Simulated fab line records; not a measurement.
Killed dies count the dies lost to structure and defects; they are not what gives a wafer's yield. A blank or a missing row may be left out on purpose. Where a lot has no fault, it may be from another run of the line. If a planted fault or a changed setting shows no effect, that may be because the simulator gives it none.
Chamber matching | flow nandHarc | NHARC_A_STAIRCASE_ETCH_271 on rieDiel-09 has 4 sister chambers
The step etches the open film in CF4/CHF3. 8 wafers are shown with their chamber, then 10 later ones without.

## EACH WAFER AND ITS CHAMBER
wafer  | chamber | showerheadPlenumPTorr (Torr) | rfVppV (V)
L080.5 | 2       | 1.49                         | 366.1
L082.4 | 0       | 1.59                         | 371.4
L082.6 | 1       | 1.58                         | 371.1
L086.1 | 1       | 1.57                         | 370.0
L086.3 | 2       | 1.49                         | 368.4
L086.4 | 3       | 1.56                         | 371.5
L087.1 | 0       | 1.58                         | 369.8
L087.2 | 3       | 1.56                         | 370.1

## WAFERS WHOSE CHAMBER IS MISSING
wafer  | showerheadPlenumPTorr (Torr) | rfVppV (V)
L087.4 | 1.49                         | 368.1
L092.1 | 1.58                         | 370.6
L092.2 | 1.56                         | 371.5
L092.3 | 1.48                         | 366.3
L093.1 | 1.56                         | 369.9
L093.4 | 1.48                         | 365.8
L093.5 | 1.48                         | 367.5
L097.1 | 1.48                         | 365.8
L097.4 | 1.56                         | 370.4
L097.5 | 1.58                         | 369.8

## CHAMBER TAKEN BY EACH
wafer  | from the rows above     | in truth
L087.4 | 2                       | 2
L092.1 | can't be placed: 0 or 1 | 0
L092.2 | 3                       | 3
L092.3 | 2                       | 2
L093.1 | 3                       | 3
L093.4 | 2                       | 2
L093.5 | 2                       | 2
L097.1 | 2                       | 2
L097.4 | 3                       | 3
L097.5 | can't be placed: 1 or 0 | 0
Correct placement for 8 of the 10. These rows do not allow placing 2 (true chamber among the candidates in 2). Placed wrongly: 0.
How it was worked out, from the rows above alone: a wafer's distance from a chamber is the root of the sum, over the readings, of the square of ((its reading less the chamber's mean) divided by the reading's scatter). The wafer belongs to the nearest chamber; if the next one is less than 2 further off, it can't be placed. Each chamber's mean is taken over the wafers shown for it. The scatter: take each reading less its chamber's mean, square it, sum over the shown wafers, divide by the number of wafers less the number of chambers, and take the root.
